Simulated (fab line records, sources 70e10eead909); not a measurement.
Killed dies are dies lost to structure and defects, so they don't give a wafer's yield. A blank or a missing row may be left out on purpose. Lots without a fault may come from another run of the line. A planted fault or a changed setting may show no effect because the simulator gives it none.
fab line records | flow nand_harc | part 1 of 2: steps 1 to 4 of 6
record lots=22 wafers=66 last_day=26
route steps=1159 shown A_STAIRCASE@533
lots that met no fault: from a run of the same line without faults
start_h: hours from the record's first day to the start of the lot's first wafer shown | wait_h: hours since the lot's step before | " the same as in the row above | L1.1+2: a row that stands for several wafers | - no value, or no start given | * or withheld: withheld | < > ~ a bound
route shown NAME@n: a module of which the file shows steps, and the number in the route of the first | usual: mean/standard deviation of fault-free wafers | same: alike in all rows | chamber/n: place in a boat | sites: the reading at each site | _std_site: their standard deviation | _edge_site: outer sites' mean less inner sites' | radius_mm: how far each site lies from the wafer's centre | mask NAME#n: copy n | behind: the tool/chamber that last shaped the wafer | hold: why the lot was held/for how many hours/how that ended | device: the transistor (n, p or np) that didn't switch | end of line: the same wafers' tests at the end of the route | a step without rows: its recipe alone | killed: dies lost to structure and defects at the first sort, not the wafer's yield | map: a wafer's dies, x killed, . not, _ none there
set.NAME: the setting as run; set.NAME@STEP: as run at that earlier step | model.NAME: the simulator's own value behind a step, which no gauge read
steps of the route over a sample of lots; a table a step, a row a wafer
services: from which hour (start_h, from the record's first day; less than 0 if before it) a tool's chamber was out of use, for how many hours, and why
## steps
# step NHARC_A_STAIRCASE_STRIP_171
# recipe power_w=1500 temp_c=250 chemistry=O2
# usual drypump_motor_current_A=5.8/0.39 heater_power_w=355/49
# columns lot.wafer tool chamber start_h wait_h drypump_motor_current_A heater_power_w rf_hours_counter_h
L074.4 plasma_asher-01 1 240.31 - 5.9 423 -
L074.3 " 0 " " 5.5 347 -
L074.5 " 0 " " 5.5 362 -
L075.1 plasma_asher-01 1 252.70 - 6.0 414 54
L075.3 " 0 " " 5.5 349 -
L075.6 " 0 " " 5.5 349 -
L077.1 plasma_asher-02 0 260.86 - 5.5 307 24
L077.3 " 0 " " 5.6 310 -
L077.5 " 1 " " 6.7 281 -
L079.1 plasma_asher-01 1 268.01 - 6.0 423 59
L079.2 " 0 " " 5.5 358 59
L079.6 " 1 " " 6.0 420 -
L080.1 plasma_asher-01 0 286.39 - 5.5 353 1
L080.4 " 1 " " 5.9 404 -
L080.5 " 1 " " 5.9 408 -
L081.2 plasma_asher-01 0 286.68 - 5.5 348 1
L081.4 " 1 " " 5.9 408 -
L081.3 " 0 " " 5.5 362 -
L082.2 plasma_asher-02 0 289.98 - 5.6 303 29
L082.3 " 0 " " 5.6 311 -
L082.6 " 1 " " 6.7 272 -
L083.2 plasma_asher-02 1 290.45 - 6.7 279 29
L083.4 " 0 " " 5.6 303 -
L083.5 " 1 " " 6.6 279 -
L084.2 plasma_asher-02 0 335.08 - 5.6 309 40
L084.4 " 0 " " 5.5 296 -
L084.6 " 0 " " 5.6 310 -
L085.3 plasma_asher-01 1 335.29 - 6.0 402 -
L085.4 " 0 " " 5.5 361 -
L085.5 " 1 " " 6.0 416 -
L088.1 plasma_asher-02 1 341.17 - 6.7 276 42
L088.3 " 0 " " 5.6 313 -
L088.6 " 1 " " 6.6 284 -
L091.2 plasma_asher-01 0 344.96 - 5.5 351 20
L091.3 " 0 " " 5.5 353 -
L091.4 " 1 " " 5.9 409 -
L087.2 plasma_asher-02 0 350.09 - 5.6 307 45
L087.3 " 1 " " 6.6 275 -
L087.5 " 0 " " 5.5 300 -
L089.2 plasma_asher-01 0 353.56 - 5.5 345 25
L089.3 " 0 " " 5.5 345 -
L089.4 " 1 " " 5.9 408 -
L092.2 plasma_asher-01 0 360.18 - 5.5 354 26
L092.4 " 1 " " 5.9 405 -
L092.5 " 0 " " 5.5 350 -
L086.2 plasma_asher-01 1 363.12 - 5.9 406 29
L086.1 " 0 " " 5.5 347 29
L086.6 " 1 " " 5.9 421 -
L090.1 plasma_asher-01 0 363.72 - 5.5 349 30
L090.2 " 1 " " 5.9 406 30
L090.5 " 0 " " 5.5 345 -
L094.1 plasma_asher-01 0 369.49 - 5.5 366 35
L094.2 " 1 " " 6.0 411 35
L094.3 " 0 " " 5.5 353 -
L093.4 plasma_asher-02 1 373.88 - 6.7 268 -
L093.3 " 0 " " 5.6 291 -
L093.6 " 1 " " 6.7 276 -
L095.1 plasma_asher-01 0 374.04 - 5.5 362 37
L095.4 " 1 " " 6.0 416 -
L095.5 " 1 " " 6.0 411 -
L096.1 plasma_asher-01 1 380.93 - 5.9 395 40
L096.2 " 0 " " 5.5 360 40
L096.4 " 0 " " 5.5 350 -
L097.2 plasma_asher-01 1 388.09 - 5.9 407 41
L097.3 " 1 " " 5.9 405 -
L097.5 " 1 " " 5.9 410 -
# step NHARC_A_STAIRCASE_TRIM_12
# recipe time_s=211.2 o2_flow_sccm=500 ar_flow_sccm=0 bias_w=0 chemistry=O2
# usual drypump_motor_current_A=5.7/0.53 o2_flow_sccm=500.1/1.4 oes_product_au=0.997/0.0071 rf_vpp_V=57.9/0.94 showerhead_plenum_p_Torr=3.52/0.17 throttle_valve_pct=17.036/0.0097
# same bias_w=0
# columns lot.wafer tool chamber start_h wait_h drypump_motor_current_A o2_flow_sccm oes_product_au rf_hours_counter_h rf_vpp_V showerhead_plenum_p_Torr throttle_valve_pct
L074.3 rie_diel-12 0 241.84 0.1 6.4 498.0 0.997 11 58.4 3.41 17.028
L074.4 " 1 " " 6.0 501.9 1.004 9 59.0 3.70 17.033
L074.5 " 0 " " 6.4 498.3 0.989 - 56.3 3.41 17.037
L075.3 rie_diel-12 0 254.27 0.1 6.4 500.3 0.989 15 57.3 3.41 17.032
L075.1 " 1 " " 6.0 501.4 0.985 13 57.7 3.70 17.028
L075.6 " 3 " " 6.1 500.8 0.999 - 57.9 3.68 17.038
L077.1 rie_diel-12 1 262.49 0.1 6.0 500.3 0.993 15 58.0 3.70 17.034
L077.3 " 0 " " 6.4 500.4 0.992 17 57.6 3.41 17.034
L077.5 " 1 " " 6.0 498.9 0.999 - 59.1 3.70 17.039
L079.2 rie_diel-12 1 269.51 0.1 6.0 498.4 0.993 18 57.3 3.70 17.035
L079.1 " 3 " " 6.1 501.5 0.998 22 59.4 3.68 17.016
L079.6 " 1 " " 6.0 500.0 0.997 - 58.1 3.70 17.025
L080.1 rie_diel-08 0 288.02 0.1 5.7 502.9 0.996 55 58.0 3.27 17.034
L080.4 " 3 " " 5.1 503.4 1.000 55 59.1 3.41 17.045
L080.5 " 1 " " 5.4 497.9 1.010 - 56.8 3.63 17.019
L081.3 rie_diel-11 3 288.32 0.2 4.8 499.9 1.001 34 57.5 3.36 17.033
L081.4 " 0 " " 6.0 502.3 1.013 31 57.9 3.32 17.050
L081.2 " 1 " " 6.4 498.8 1.003 29 59.3 3.46 17.034
L082.2 rie_diel-12 1 291.65 0.1 6.0 500.6 0.998 28 58.1 3.69 17.035
L082.3 " 2 " " 5.1 499.6 1.009 20 57.7 3.31 17.034
L082.6 " 0 " " 6.4 499.5 0.997 - 57.6 3.41 17.030
L083.4 rie_diel-11 0 292.06 0.1 6.0 500.6 0.998 32 58.1 3.32 17.031
L083.2 " 1 " " 6.4 500.8 0.994 30 56.6 3.46 17.059
L083.5 " 0 " " 6.0 501.3 1.000 - 57.7 3.32 17.026
L084.2 rie_diel-11 3 336.55 0.1 4.8 500.4 1.008 47 57.8 3.35 17.026
L084.4 " 1 " " 6.4 498.3 0.996 42 57.6 3.45 17.028
L084.6 " 0 " " 6.0 499.8 0.994 - 58.3 3.31 17.049
L085.4 rie_diel-08 3 336.81 0.1 5.1 502.9 0.986 4 57.0 3.40 17.021
L085.3 " 0 " " 5.7 502.6 1.001 4 57.1 3.81 17.029
L085.5 " 3 " " 5.1 502.0 0.998 - 57.5 3.40 17.043
L088.3 rie_diel-12 2 342.76 0.1 5.2 498.7 0.998 33 56.8 3.30 17.043
L088.1 " 3 " " 6.2 499.8 0.994 44 57.3 3.66 17.042
L088.6 " 2 " " 5.2 497.9 0.998 - 56.0 3.30 17.045
L091.3 rie_diel-08 0 346.57 0.1 5.7 499.1 0.995 7 59.5 3.80 17.036
L091.4 " 1 " " 5.4 498.3 1.008 5 57.9 3.62 17.032
L091.2 " 2 " " 4.8 499.2 1.005 8 58.8 3.70 17.050
L087.3 rie_diel-08 2 351.76 0.2 4.9 497.0 1.002 10 57.8 3.70 17.048
L087.2 " 0 " " 5.7 500.8 0.997 9 59.9 3.80 17.064
L087.5 " 2 " " 4.8 500.1 1.001 - 58.4 3.70 17.033
L089.3 rie_diel-08 0 355.19 0.1 5.7 499.6 0.991 11 59.2 3.80 17.047
L089.2 " 1 " " 5.4 500.3 0.998 8 58.0 3.62 17.045
L089.4 " 2 " " 4.9 498.3 0.996 11 57.5 3.69 17.058
L092.4 rie_diel-12 1 361.68 0.1 5.9 499.4 0.999 43 58.8 3.68 17.026
L092.2 " 3 " " 6.1 500.0 0.995 51 57.4 3.66 17.030
L092.5 " 2 " " 5.1 500.3 0.993 - 57.9 3.30 17.046
L086.1 rie_diel-12 3 364.74 0.1 6.1 500.5 0.992 52 58.8 3.66 17.027
L086.2 " 0 " " 6.4 499.3 0.996 51 56.8 3.39 17.032
L086.6 " 1 " " 6.0 500.5 0.988 - 58.7 3.68 17.024
L090.1 rie_diel-08 0 365.32 0.1 5.7 500.8 0.999 13 57.6 3.80 17.038
L090.2 " 2 " " 4.9 501.1 1.001 14 58.6 3.69 17.040
L090.5 " 1 " " 5.4 501.1 1.017 - 57.5 3.62 17.034
L094.1 rie_diel-12 1 371.28 0.1 6.0 500.7 0.988 47 58.3 3.68 17.037
L094.2 " 2 " " 5.2 499.8 0.995 43 56.5 3.29 17.035
L094.3 " 3 " " 6.1 499.0 0.992 55 58.7 3.66 17.039
L093.4 rie_diel-12 1 375.41 0.1 6.0 500.5 0.996 49 59.0 3.68 17.048
L093.3 " 3 " " 6.1 499.0 0.986 57 57.9 3.65 17.034
L093.6 " 0 " " 6.4 500.5 0.996 - 56.9 3.39 17.032
L095.1 rie_diel-12 3 375.79 0.2 6.1 499.4 0.994 57 58.7 3.66 17.026
L095.4 " 0 " " 6.4 501.1 0.985 56 57.8 3.39 17.046
L095.5 " 1 " " 6.0 499.2 0.996 - 58.2 3.68 17.015
L096.4 rie_diel-11 1 382.53 0.1 6.4 500.4 1.000 2 58.5 3.44 17.030
L096.2 " 2 " " 6.0 499.3 1.000 2 57.4 3.48 17.034
L096.1 " 0 " " 5.9 499.1 0.996 2 56.8 3.30 17.028
L097.2 rie_diel-12 1 389.73 0.1 6.0 498.4 1.005 0 59.2 3.68 17.062
L097.3 " 2 " " 5.1 497.8 1.014 0 55.4 3.29 17.028
L097.5 " 0 " " 6.4 499.2 0.980 - 57.4 3.39 17.027
# step NHARC_A_STAIRCASE_TRIM_20
# recipe time_s=211.2 o2_flow_sccm=500 ar_flow_sccm=0 bias_w=0 chemistry=O2
# usual drypump_motor_current_A=5.8/0.53 o2_flow_sccm=500.0/1.3 oes_product_au=0.997/0.0072 rf_vpp_V=57.7/0.96 showerhead_plenum_p_Torr=3.50/0.16 throttle_valve_pct=17.037/0.008
# same bias_w=0
# columns lot.wafer tool chamber start_h wait_h drypump_motor_current_A o2_flow_sccm oes_product_au rf_hours_counter_h rf_vpp_V showerhead_plenum_p_Torr throttle_valve_pct
L074.4 rie_diel-12 1 242.85 0.1 6.1 498.8 0.998 10 57.4 3.70 17.042
L074.3 " 0 " " 6.4 501.3 1.004 11 56.5 3.41 17.024
L074.5 " 1 " " 6.0 499.2 1.002 - 58.0 3.70 17.043
L075.3 rie_diel-12 0 255.33 0.1 6.4 499.8 0.997 15 58.0 3.41 17.035
L075.1 " 1 " " 6.0 500.1 0.999 13 58.0 3.70 17.045
L075.6 " 1 " " 6.0 500.6 1.010 - 59.0 3.70 17.041
L077.3 rie_diel-12 3 264.11 0.2 6.1 502.2 1.003 20 58.1 3.68 17.043
L077.1 " 0 " " 6.4 499.5 0.989 19 56.0 3.41 17.040
L077.5 " 0 " " 6.4 498.8 0.995 - 58.1 3.41 17.039
L079.1 rie_diel-12 3 270.68 0.1 6.1 499.3 0.988 22 57.1 3.67 17.043
L079.2 " 1 " " 6.0 501.4 0.998 19 56.9 3.70 17.039
L079.6 " 0 " " 6.4 498.1 0.999 - 56.8 3.41 17.027
L080.1 rie_diel-12 2 289.18 0.1 5.2 501.7 1.000 19 57.5 3.31 17.049
L080.4 " 3 " " 6.1 498.7 0.997 29 58.8 3.67 17.034
L080.5 " 1 " " 6.0 501.1 1.009 - 60.1 3.69 17.026
L081.2 rie_diel-11 0 289.37 0.1 6.0 499.1 1.004 31 57.0 3.32 17.037
L081.3 " 1 " " 6.4 500.8 0.993 30 56.9 3.46 17.040
L081.4 " 2 " " 6.1 503.3 1.005 32 58.3 3.49 17.044
L082.3 rie_diel-11 0 292.74 0.1 5.9 502.6 1.004 33 58.5 3.32 17.052
L082.2 " 3 " " 4.8 499.0 0.996 35 57.3 3.36 17.042
L082.6 " 1 " " 6.4 500.6 0.997 - 57.9 3.46 17.052
L083.2 rie_diel-11 2 293.20 0.1 6.0 498.6 1.012 33 57.6 3.49 17.048
L083.4 " 3 " " 4.8 499.4 0.999 35 56.6 3.36 17.037
L083.5 " 3 " " 4.8 498.6 0.990 - 58.0 3.36 17.029
L084.4 rie_diel-11 0 337.57 0.1 5.9 499.0 0.997 45 58.5 3.31 17.032
L084.2 " 2 " " 6.0 499.9 0.981 44 56.5 3.48 17.036
L084.6 " 1 " " 6.4 499.2 0.993 - 57.7 3.45 17.038
L085.4 rie_diel-08 2 337.87 0.1 4.9 500.9 1.018 5 59.3 3.70 17.052
L085.3 " 0 " " 5.7 499.8 0.998 5 60.1 3.80 17.048
L085.5 " 2 " " 4.9 502.0 0.999 - 56.8 3.70 17.037
L088.1 rie_diel-11 1 343.77 0.1 6.4 500.9 0.992 43 58.3 3.45 17.030
L088.3 " 0 " " 5.9 502.1 0.996 46 57.6 3.31 17.030
L088.6 " 2 " " 6.1 499.0 0.995 - 56.8 3.48 17.052
L091.4 rie_diel-08 0 347.62 0.1 5.7 501.5 0.991 8 57.3 3.80 17.043
L091.3 " 1 " " 5.4 500.8 1.003 5 57.1 3.62 17.041
L091.2 " 2 " " 4.8 501.9 0.999 9 58.3 3.70 17.047
L087.3 rie_diel-08 1 352.92 0.1 5.4 499.2 1.007 7 58.3 3.62 17.030
L087.2 " 2 " " 4.8 500.8 1.010 11 59.3 3.70 17.041
L087.5 " 0 " " 5.7 499.8 0.995 - 58.7 3.80 17.035
L089.2 rie_diel-11 0 356.23 0.1 5.9 499.3 0.984 49 57.7 3.31 17.039
L089.3 " 1 " " 6.4 498.5 0.987 47 56.9 3.45 17.028
L089.4 " 0 " " 5.9 499.8 0.976 - 57.3 3.31 17.029
L092.4 rie_diel-12 1 362.76 0.1 6.0 497.7 0.989 44 58.9 3.68 17.048
L092.2 " 0 " " 6.4 500.0 0.976 50 56.8 3.39 17.048
L092.5 " 1 " " 6.0 496.5 0.990 - 58.1 3.69 17.031
L086.2 rie_diel-12 1 366.44 0.1 6.0 500.5 0.997 45 58.9 3.68 17.031
L086.1 " 2 " " 5.2 498.8 0.994 42 57.7 3.29 17.033
L086.6 " 3 " " 6.1 499.4 1.002 - 55.9 3.66 17.038
L090.1 rie_diel-08 1 366.51 0.1 5.4 498.8 1.002 11 58.0 3.62 17.016
L090.2 " 2 " " 4.9 498.2 1.009 14 58.1 3.69 17.031
L090.5 " 3 " " 5.1 499.0 0.995 - 58.4 3.39 17.039
L094.1 rie_diel-08 0 372.75 0.2 5.7 500.4 0.996 18 58.5 3.80 17.033
L094.2 " 2 " " 4.8 499.9 0.995 18 56.9 3.69 17.037
L094.3 " 3 " " 5.1 498.6 1.002 17 57.6 3.39 17.037
L093.4 rie_diel-12 3 376.99 0.1 6.1 499.2 0.990 58 57.0 3.65 17.026
L093.3 " 0 " " 6.4 500.4 0.991 57 57.6 3.39 17.036
L093.6 " 2 " " 5.2 504.2 1.008 - 57.7 3.29 17.033
L095.1 rie_diel-11 3 377.32 0.1 4.8 500.0 0.990 0 57.8 3.35 17.040
L095.4 " 0 " " 5.9 499.7 0.997 0 58.1 3.30 17.029
L095.5 " 2 " " 6.0 498.7 0.988 - 56.8 3.48 17.031
L096.2 rie_diel-11 0 383.63 0.1 5.9 498.9 1.006 3 57.0 3.30 17.047
L096.4 " 2 " " 6.0 500.8 0.997 3 57.4 3.48 17.040
L096.1 " 3 " " 4.8 499.6 0.985 3 57.1 3.34 17.045
L097.3 rie_diel-11 2 390.99 0.1 6.1 499.8 0.993 7 57.5 3.47 17.039
L097.2 " 3 " " 4.8 499.4 0.988 6 58.2 3.34 17.035
L097.5 " 2 " " 6.1 500.0 1.001 - 57.3 3.47 17.039
# step NHARC_A_STAIRCASE_ETCH_21
# recipe target_depth_a=1000 time_s=40.5 ion_energy_ev=400 c4f8_flow_sccm=20 o2_flow_sccm=10 ar_flow_sccm=withheld rf_w=600 bias_w=1000 chemistry=C4F8/O2
# usual bias_w=1000/3.2 oes_product_au=0.945/0.013 rf_vpp_V=895/6
# columns lot.wafer tool chamber start_h wait_h bias_w oes_product_au rf_hours_counter_h rf_vpp_V
L074.4 rie_diel-12 2 - - 997 0.941 11 887
L074.3 " 3 " " 1004 0.944 13 903
L074.5 " 3 " " 998 0.940 - 900
L075.3 rie_diel-12 3 - - 1000 0.943 16 901
L075.1 " 0 " " 1000 0.934 15 891
L075.6 " 2 " " 1002 0.955 - 888
L077.1 rie_diel-12 3 - - 1005 0.930 20 902
L077.3 " 0 " " 997 0.924 19 891
L077.5 " 1 " " 996 0.933 - 901
L079.2 rie_diel-12 3 - - 999 0.934 23 902
L079.1 " 0 " " 999 0.943 21 892
L079.6 " 3 " " 994 0.940 - 902
L080.4 rie_diel-12 2 - - 999 0.945 19 888
L080.1 " 1 " " 1002 0.950 27 902
L080.5 " 3 " " 1001 0.958 - 902
L081.4 rie_diel-11 2 - - 998 0.945 32 895
L081.3 " 3 " " 1001 0.948 34 890
L081.2 " 1 " " 997 0.940 30 893
L082.3 rie_diel-11 1 - - 1007 0.946 31 893
L082.2 " 2 " " 1006 0.961 33 895
L082.6 " 0 " " 997 0.947 - 889
L083.4 rie_diel-11 2 - - 994 0.942 33 897
L083.2 " 3 " " 1000 0.938 36 888
L083.5 " 2 " " 1001 0.934 - 894
L084.2 rie_diel-11 3 - - 999 0.945 47 888
L084.4 " 2 " " 1003 0.941 44 893
L084.6 " 3 " " 996 0.945 - 890
L085.3 rie_diel-08 2 - - 1004 0.943 5 901
L085.4 " 0 " " 1003 0.936 5 908
L085.5 " 3 " " 999 0.932 - 891
L088.3 rie_diel-11 0 - - 1002 0.968 46 888
L088.1 " 2 " " 1004 0.954 45 895
L088.6 " 1 " " 1004 0.954 - 893
L091.2 rie_diel-08 3 - - 1009 0.938 8 891
L091.4 " 0 " " 1005 0.946 8 906
L091.3 " 2 " " 1001 0.961 9 902
L087.2 rie_diel-08 1 - - 1000 0.937 7 900
L087.3 " 0 " " 1000 0.928 10 906
L087.5 " 2 " " 1002 0.946 - 902
L089.3 rie_diel-11 1 - - 1001 0.957 47 893
L089.2 " 2 " " 1001 0.954 48 893
L089.4 " 1 " " 1002 0.954 - 892
L092.2 rie_diel-12 3 - - 998 0.955 51 902
L092.4 " 0 " " 998 0.957 50 891
L092.5 " 2 " " 995 0.942 - 888
L086.1 rie_diel-12 1 - - 1000 0.945 46 902
L086.2 " 2 " " 999 0.940 42 887
L086.6 " 0 " " 1002 0.930 - 890
L090.2 rie_diel-08 2 - - 1000 0.951 15 903
L090.1 " 0 " " 995 0.922 16 905
L090.5 " 2 " " 1003 0.953 - 901
L094.3 rie_diel-08 1 - - 1001 0.939 15 899
L094.1 " 2 " " 997 0.923 18 902
L094.2 " 3 " " 1002 0.930 17 891
L093.4 rie_diel-12 0 - - 1000 0.928 57 891
L093.3 " 1 " " 999 0.938 51 901
L093.6 " 2 " " 997 0.927 - 886
L095.4 rie_diel-11 1 - - 1000 0.961 0 893
L095.1 " 0 " " 1001 0.955 0 888
L095.5 " 1 " " 995 0.964 - 893
L096.2 rie_diel-11 2 - - 1002 0.941 3 895
L096.1 " 3 " " 997 0.951 3 891
L096.4 " 0 " " 998 0.939 3 886
L097.3 rie_diel-11 2 - - 998 0.958 7 894
L097.2 " 0 " " 999 0.976 6 886
L097.5 " 1 " " 1005 0.964 - 895
